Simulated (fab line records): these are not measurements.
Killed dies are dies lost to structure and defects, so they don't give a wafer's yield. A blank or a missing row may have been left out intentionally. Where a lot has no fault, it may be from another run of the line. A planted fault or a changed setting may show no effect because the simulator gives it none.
Split-lot experiment | flow n5_finfet | on a route of 1938 steps: 7 lots, 21 wafers read

== ABOUT THE SPLIT ==
At N5_BEOL_M4_HM_DEP_02 (deposits TiN, target thk 20 nm), the setting target_thk_a was moved away from the recipe's 200 angstrom on 7 of the 21 wafers read, by -13.0% to +7.3%. All remaining wafers had this setting at the recipe value.

== FROM THE SPLIT TO THE READING: what the file shows between them, 10 steps ==
- N5_BEOL_M4_COAT_62: time 60 s, resist thk 12 nm (also split here: spin_rpm)
- N5_BEOL_M4_COAT_73: time 60 s, resist thk 5 nm
- N5_BEOL_M4_COAT_05: resist thk 30 nm
- N5_BEOL_M4_DESCUM_16: chemistry O2, time 7 s
- N5_BEOL_M4_ETCH_74: etches underlayer in N2/H2, target depth 6.5 nm, time 5.2 s
- N5_BEOL_M4_ETCH_63: etches SiARC in CF4, target depth 15.6 nm, time 26 s
- N5_BEOL_M4_ETCH_64: etches SOC in N2/H2, target depth 75 nm, overetch 22.5 nm, time 121.9 s
- N5_BEOL_M4_STRIP_65: strips in N2/H2
- N5_BEOL_M4_STRIP_75: strips in N2/H2
- N5_BEOL_M4_STRIP_66: strips in CF4

== THE READING ==
etch.depth_nm (the simulator's own value, which no gauge read), in nm, at N5_BEOL_M4_HM_OPEN_17 (chemistry Cl2/BCl3, target TiN, target depth 20 nm, overetch 6 nm). No usual value for it is given in the file. Average 20.22 nm, standard deviation 0.23 nm, over the 14 wafers here run with the recipe.

wafer  | tool, chamber at the split | target_thk_a as run, angstrom | against the recipe | etch.depth_nm, nm | against lot-mates on the recipe
L074.3 | pvd_sputter-02, -          | 200                           | recipe             | 20.34             | -
L074.4 | pvd_sputter-02, -          | 200                           | recipe             | 20.39             | -
L074.6 | pvd_sputter-02, -          | 200                           | recipe             | 20.3              | -
L078.1 | pvd_sputter-02, -          | 173.9                         | -13.0%             | 17.53             | -2.65
L078.3 | pvd_sputter-02, -          | 200                           | recipe             | 20.16             | -
L078.4 | pvd_sputter-02, -          | 200                           | recipe             | 20.2              | -
L080.1 | pvd_sputter-01, -          | 200                           | recipe             | 20.42             | -
L080.3 | pvd_sputter-01, -          | 200                           | recipe             | 20.61             | -
L080.5 | pvd_sputter-01, -          | 200                           | recipe             | 20.29             | -
L082.1 | pvd_sputter-02, -          | 206.8                         | +3.4%              | 20.53             | +0.92
L082.3 | pvd_sputter-02, -          | 200                           | recipe             | 19.61             | -
L082.6 | pvd_sputter-02, -          | 206.8                         | +3.4%              | 20.44             | +0.83
L086.1 | pvd_sputter-01, -          | 214.6                         | +7.3%              | 21.55             | +1.15
L086.2 | pvd_sputter-01, -          | 214.6                         | +7.3%              | 21.63             | +1.23
L086.3 | pvd_sputter-01, -          | 200                           | recipe             | 20.4              | -
L090.3 | pvd_sputter-01, -          | 200                           | recipe             | 19.96             | -
L090.4 | pvd_sputter-01, -          | 200                           | recipe             | 20.25             | -
L090.6 | pvd_sputter-01, -          | 200                           | recipe             | 20.1              | -
L097.1 | pvd_sputter-03, -          | 200                           | recipe             | 20.08             | -
L097.2 | pvd_sputter-03, -          | 179.7                         | -10.2%             | 18                | -2.08
L097.3 | pvd_sputter-03, -          | 179.7                         | -10.2%             | 18.03             | -2.05

THE FIT
A straight line over all 21 wafers: etch.depth_nm changes by +0.199 nm for each +1% of target_thk_a; r = +0.97; the points scatter about the line by 0.24 nm.
The same after taking each lot's own level away (the mean of its wafers on the recipe; 21 wafers): +0.197 nm for each +1%; r = +0.99; scatter 0.13 nm.
That fit puts the effect of the largest move of target_thk_a on the reading at 2.6 nm.
From 19.610 to 20.440 nm: that is the span of the lots' own levels, equal to 3.6 times the standard deviation above.
The two slopes agree, so the slope changes little with the lot-to-lot level.
Check: -2.55 nm against its lot-mates is what the line predicts for one of the wafers moved furthest among these (-13.0%) when that wafer is left out of the fit. Against them it came out at -2.65 nm.

== OTHER SPLITS ON THESE WAFERS ==
Note: prior to the reading, these wafers also went through further splits. Each is held against what the fit with the lots' levels taken away leaves over:
other split on the same wafers   | wafers away from the commonest value | r with etch.depth_nm (lot level and that fit taken away)
N5_BEOL_M1_TRENCH_ETCH_37 bias_w | 9                                    | +0.13
N5_BEOL_M2_COAT_62 spin_rpm      | 6                                    | +0.17
N5_BEOL_M2_COAT_73 temp_c        | 6                                    | -0.23
N5_BEOL_M3_COAT_76 spin_rpm      | 6                                    | +0.05
N5_BEOL_M3_EXPOSE_25 dose_mj     | 4                                    | +0.25
N5_BEOL_M4_COAT_62 spin_rpm      | 4                                    | -0.22

== THE WHOLE CHAIN: every reading that the file lists as answering this split, in the file's order ==
step                  | what it does                                                      | reading                                                                          | change (the file's fit)               | r (the file's)
N5_BEOL_M4_HM_DEP_02  | deposits TiN, target thk 20 nm                                    | TiN_of_BEOL_M4_HM_DEP_02.thk_nm (the simulator's own value, which no gauge read) | +0.195 nm for each +1% of the setting | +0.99
N5_BEOL_M4_HM_OPEN_17 | chemistry Cl2/BCl3, target TiN, target depth 20 nm, overetch 6 nm | etch.depth_nm (the simulator's own value, which no gauge read)                   | +0.199 nm for each +1% of the setting | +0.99

== THE FILE'S OWN FIT ==
etch.depth_nm changes by +0.199 nm for each +1% of target_thk_a, r = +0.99.
